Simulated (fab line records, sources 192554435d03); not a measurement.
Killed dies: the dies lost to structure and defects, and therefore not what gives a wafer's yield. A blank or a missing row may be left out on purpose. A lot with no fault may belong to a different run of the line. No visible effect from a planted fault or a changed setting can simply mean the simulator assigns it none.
Split-lot study || flow n5_finfet || 21 wafers read from 7 lots, route of 1938 steps

== THE SPLIT ITSELF ==
At N5_MOL_CONTACT_COAG_EXPOSE_05 (exposes mask CA, defocus 0 nm), the setting dose_mj was moved away from the recipe's 38.25 on 7 of the 21 wafers read, by -5.6% to +7.3%. This setting was run at the recipe's value on the other wafers.

== FROM THE SPLIT TO THE READING: what the file shows between them, 2 steps ==
- N5_MOL_CONTACT_COAG_PEB_06: peb time 60 s
- N5_MOL_CONTACT_COAG_DEVELOP_07: develop time 30 s

== THE READING ==
Shown in nm: cd_nm at N5_MOL_CONTACT_COAG_CD_MEAS_08, with target cd 28 nm. On this fab line, fault-free wafers typically give 28.02 nm with a standard deviation of 0.24 nm.

{"wafer": "L075.3", "tool, chamber at the split": "euv_scanner-01, 0", "dose_mj as run": 36.85, "against the recipe": "-3.7%", "cd_nm, nm": 27.21, "against lot-mates on the recipe": "no lot-mate on the recipe"}
{"wafer": "L075.4", "tool, chamber at the split": "euv_scanner-01, 0", "dose_mj as run": 36.85, "against the recipe": "-3.7%", "cd_nm, nm": 27.04, "against lot-mates on the recipe": "no lot-mate on the recipe"}
{"wafer": "L075.5", "tool, chamber at the split": "euv_scanner-01, 0", "dose_mj as run": 36.85, "against the recipe": "-3.7%", "cd_nm, nm": 27.36, "against lot-mates on the recipe": "no lot-mate on the recipe"}
{"wafer": "L077.1", "tool, chamber at the split": "euv_scanner-01, 0", "dose_mj as run": 38.25, "against the recipe": "recipe", "cd_nm, nm": 28.24, "against lot-mates on the recipe": "-"}
{"wafer": "L077.3", "tool, chamber at the split": "euv_scanner-01, 0", "dose_mj as run": 38.25, "against the recipe": "recipe", "cd_nm, nm": 28.03, "against lot-mates on the recipe": "-"}
{"wafer": "L077.5", "tool, chamber at the split": "euv_scanner-01, 0", "dose_mj as run": 38.25, "against the recipe": "recipe", "cd_nm, nm": 27.96, "against lot-mates on the recipe": "-"}
{"wafer": "L080.1", "tool, chamber at the split": "euv_scanner-02, 0", "dose_mj as run": 38.25, "against the recipe": "recipe", "cd_nm, nm": 28.02, "against lot-mates on the recipe": "-"}
{"wafer": "L080.3", "tool, chamber at the split": "euv_scanner-02, 0", "dose_mj as run": 38.25, "against the recipe": "recipe", "cd_nm, nm": 28.16, "against lot-mates on the recipe": "-"}
{"wafer": "L080.4", "tool, chamber at the split": "euv_scanner-02, 0", "dose_mj as run": 38.25, "against the recipe": "recipe", "cd_nm, nm": 28.04, "against lot-mates on the recipe": "-"}
{"wafer": "L082.3", "tool, chamber at the split": "euv_scanner-02, 0", "dose_mj as run": 36.09, "against the recipe": "-5.6%", "cd_nm, nm": 26.71, "against lot-mates on the recipe": -1.00}
{"wafer": "L082.4", "tool, chamber at the split": "euv_scanner-02, 0", "dose_mj as run": 38.25, "against the recipe": "recipe", "cd_nm, nm": 27.66, "against lot-mates on the recipe": "-"}
{"wafer": "L082.5", "tool, chamber at the split": "euv_scanner-02, 0", "dose_mj as run": 38.25, "against the recipe": "recipe", "cd_nm, nm": 27.76, "against lot-mates on the recipe": "-"}
{"wafer": "L087.4", "tool, chamber at the split": "euv_scanner-02, 0", "dose_mj as run": 41.05, "against the recipe": "+7.3%", "cd_nm, nm": 29.42, "against lot-mates on the recipe": "+1.59"}
{"wafer": "L087.5", "tool, chamber at the split": "euv_scanner-02, 0", "dose_mj as run": 38.25, "against the recipe": "recipe", "cd_nm, nm": 27.83, "against lot-mates on the recipe": "-"}
{"wafer": "L087.6", "tool, chamber at the split": "euv_scanner-02, 0", "dose_mj as run": 41.05, "against the recipe": "+7.3%", "cd_nm, nm": 29.18, "against lot-mates on the recipe": "+1.35"}
{"wafer": "L090.3", "tool, chamber at the split": "euv_scanner-01, 0", "dose_mj as run": 38.25, "against the recipe": "recipe", "cd_nm, nm": 28.24, "against lot-mates on the recipe": "-"}
{"wafer": "L090.4", "tool, chamber at the split": "euv_scanner-01, 0", "dose_mj as run": 38.25, "against the recipe": "recipe", "cd_nm, nm": 28.11, "against lot-mates on the recipe": "-"}
{"wafer": "L090.6", "tool, chamber at the split": "euv_scanner-01, 0", "dose_mj as run": 38.25, "against the recipe": "recipe", "cd_nm, nm": 28.08, "against lot-mates on the recipe": "-"}
{"wafer": "L091.2", "tool, chamber at the split": "euv_scanner-01, 0", "dose_mj as run": 36.1, "against the recipe": "-5.6%", "cd_nm, nm": 26.71, "against lot-mates on the recipe": -1.42}
{"wafer": "L091.3", "tool, chamber at the split": "euv_scanner-01, 0", "dose_mj as run": 38.25, "against the recipe": "recipe", "cd_nm, nm": 28.09, "against lot-mates on the recipe": "-"}
{"wafer": "L091.4", "tool, chamber at the split": "euv_scanner-01, 0", "dose_mj as run": 38.25, "against the recipe": "recipe", "cd_nm, nm": 28.18, "against lot-mates on the recipe": "-"}

FIT RESULTS
A straight line over all 21 wafers: cd_nm changes by +0.2 nm for each +1% of dose_mj; r = +0.97; the points scatter about the line by 0.18 nm.
The same after taking each lot's own level away (the mean of its wafers on the recipe; 18 wafers): +0.206 nm for each +1%; r = +0.99; scatter 0.11 nm.
On that fit, the largest move of dose_mj shifts the reading by 1.5 nm.
From 27.710 to 28.143 nm: that is the span of the lots' own levels, equal to 1.8 times the standard deviation above.
Hence the lot-to-lot level has little effect on the slope; both slopes agree.
Check: +1.45 nm against its lot-mates is what the line predicts for one of the wafers moved furthest among these (+7.3%) when that wafer is left out of the fit. It came out at +1.59 nm against them.

== THE WHOLE CHAIN: every reading that the file lists as answering this split, in the file's order ==
{"step": "N5_MOL_CONTACT_COAG_CD_MEAS_08", "what it does": "target cd 28 nm", "reading": "cd_nm", "change (the file's fit)": "+0.209 nm for each +1% of the setting", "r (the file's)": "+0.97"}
{"step": "N5_MOL_CONTACT_COAG_ETCH_59", "what it does": "etches underlayer in N2/H2, target depth 13 nm, time 10.4 s", "reading": "MOL_CONTACT_COAG.cd_offset_nm (the simulator's own value, which no gauge read)", "change (the file's fit)": "+0.213 nm for each +1% of the setting", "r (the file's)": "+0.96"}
{"step": "N5_MOL_CONTACT_COAG_ETCH_106", "what it does": "etches SOC in N2/H2, target depth 80 nm, overetch 16 nm, time 120 s", "reading": "MOL_CONTACT_COAG.cd_offset_nm (the simulator's own value, which no gauge read)", "change (the file's fit)": "+0.222 nm for each +1% of the setting", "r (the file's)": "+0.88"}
{"step": "N5_MOL_CONTACT_COAG_ETCH_15", "what it does": "etches SiNx in CH3F/O2, stops on Si:P, target depth 7 nm", "reading": "MOL_CONTACT_COAG.cd_offset_nm (the simulator's own value, which no gauge read)", "change (the file's fit)": "+0.225 nm for each +1% of the setting", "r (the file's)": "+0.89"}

== THE FILE'S OWN FIT ==
cd_nm changes by +0.209 nm for each +1% of dose_mj, r = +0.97.
